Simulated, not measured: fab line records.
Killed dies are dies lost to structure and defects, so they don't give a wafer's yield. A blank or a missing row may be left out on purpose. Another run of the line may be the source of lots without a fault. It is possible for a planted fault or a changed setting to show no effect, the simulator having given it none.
Split-lot experiment | flow n5Finfet | 39 wafers read across 7 lots, on a route 1938 steps long

== SPLIT DETAILS ==
At N5_FIN_SAQP_EXPOSE_13 (exposes mask FIN CORE, target cd 35.6 nm), the setting doseMj was moved away from the recipe's 63.25 on 12 of the 39 wafers read, by -7.3% to -3.5%. All remaining wafers had this setting at the recipe value.

== FROM THE SPLIT TO THE READING: what the file shows between them, 2 steps ==
- N5_FIN_SAQP_PEB_14: peb time 60 s
- N5_FIN_SAQP_DEVELOP_15: develop time 30 s

== THE READING ==
Shown in nm: cdNm at N5_FIN_SAQP_CD_MEAS_16, with target cd 35.6 nm. Fault-free wafers of this fab line usually give 35.6 nm, standard deviation 0.31 nm.

wafer  | tool, chamber at the split | doseMj as run | against the recipe | cdNm, nm | against lot-mates on the recipe
L074.1 | arfiScanner-01, 0          | 63.25         | recipe             | 35.5     | -
L074.2 | arfiScanner-01, 0          | 61.03         | -3.5%              | 36.5     | +0.9
L074.3 | arfiScanner-01, 0          | 61.03         | -3.5%              | 36.4     | +0.8
L074.4 | arfiScanner-01, 0          | 61.03         | -3.5%              | 36.3     | +0.7
L074.5 | arfiScanner-01, 0          | 63.25         | recipe             | 35.9     | -
L074.6 | arfiScanner-01, 0          | 63.25         | recipe             | 35.3     | -
L084.1 | arfiScanner-02, 0          | 60.99         | -3.6%              | 36.6     | +1.4
L084.2 | arfiScanner-02, 0          | 63.25         | recipe             | 35.4     | -
L084.3 | arfiScanner-02, 0          | 60.99         | -3.6%              | 36.6     | +1.4
L084.4 | arfiScanner-02, 0          | 63.25         | recipe             | 35.3     | -
L084.5 | arfiScanner-02, 0          | 63.25         | recipe             | 34.8     | -
L084.6 | arfiScanner-02, 0          | 60.99         | -3.6%              | 36.5     | +1.3
L086.1 | arfiScanner-01, 0          | 63.25         | recipe             | 35.7     | -
L086.2 | arfiScanner-01, 0          | 63.25         | recipe             | 35.4     | -
L086.3 | arfiScanner-01, 0          | 58.65         | -7.3%              | 37.6     | +2.2
L086.4 | arfiScanner-01, 0          | 58.65         | -7.3%              | 37.8     | +2.4
L086.5 | arfiScanner-01, 0          | 58.65         | -7.3%              | 37.7     | +2.3
L086.6 | arfiScanner-01, 0          | 63.25         | recipe             | 35.1     | -
L089.1 | arfiScanner-03, 0          | 63.25         | recipe             | 35.8     | -
L089.2 | arfiScanner-03, 0          | 63.25         | recipe             | 35.9     | -
L089.3 | arfiScanner-03, 0          | 63.25         | recipe             | 35.7     | -
L089.4 | arfiScanner-03, 0          | 63.25         | recipe             | 35.5     | -
L089.5 | arfiScanner-03, 0          | 63.25         | recipe             | 35.8     | -
L089.6 | arfiScanner-03, 0          | 63.25         | recipe             | 35.6     | -
L092.4 | arfiScanner-03, 0          | 63.25         | recipe             | 36.1     | -
L092.5 | arfiScanner-03, 0          | 63.25         | recipe             | 35.9     | -
L092.6 | arfiScanner-03, 0          | 63.25         | recipe             | 35.9     | -
L093.1 | arfiScanner-03, 0          | 63.25         | recipe             | 35.9     | -
L093.2 | arfiScanner-03, 0          | 63.25         | recipe             | 35.7     | -
L093.3 | arfiScanner-03, 0          | 59.09         | -6.6%              | 37.2     | +1.5
L093.4 | arfiScanner-03, 0          | 59.09         | -6.6%              | 38.0     | +2.3
L093.5 | arfiScanner-03, 0          | 63.25         | recipe             | 35.6     | -
L093.6 | arfiScanner-03, 0          | 59.09         | -6.6%              | 37.8     | +2.1
L095.1 | arfiScanner-03, 0          | 63.25         | recipe             | 35.4     | -
L095.2 | arfiScanner-03, 0          | 63.25         | recipe             | 35.7     | -
L095.3 | arfiScanner-03, 0          | 63.25         | recipe             | 35.2     | -
L095.4 | arfiScanner-03, 0          | 63.25         | recipe             | 35.8     | -
L095.5 | arfiScanner-03, 0          | 63.25         | recipe             | 35.4     | -
L095.6 | arfiScanner-03, 0          | 63.25         | recipe             | 35.5     | -

FIT RESULTS
A straight line over all 39 wafers: cdNm changes by -0.295 nm for each +1% of doseMj; r = -0.94; the points scatter about the line by 0.28 nm.
The same after taking each lot's own level away (the mean of its wafers on the recipe; 39 wafers): -0.308 nm for each +1%; r = -0.96; scatter 0.23 nm.
On that fit, the largest move of doseMj shifts the reading by 2.2 nm.
Across the lots, their own levels run from 35.17 to 35.97 nm, a range of 2.6 times the standard deviation given above.
So the lot-to-lot level changes the slope little: the two slopes agree.
Check: with one of the wafers moved furthest among these (-7.3%) left out of the fit, the line predicts +2.25 nm for it against its lot-mates. Against them it came out at +2.2 nm.

== ADDITIONAL SPLITS CARRIED BY THESE WAFERS ==
These wafers also went through other splits before the reading. Each is held against what the fit with the lots' levels taken away leaves over:
other split on the same wafers              | wafers away from the commonest value | r with cdNm (lot level and that fit taken away)
N5_PMOS_HMC_CHANNEL_EPI_FIN_RECESS_16 timeS | 12                                   | -0.01

== FILE'S OWN FIT ==
cdNm changes by -0.305 nm for each +1% of doseMj, r = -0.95.
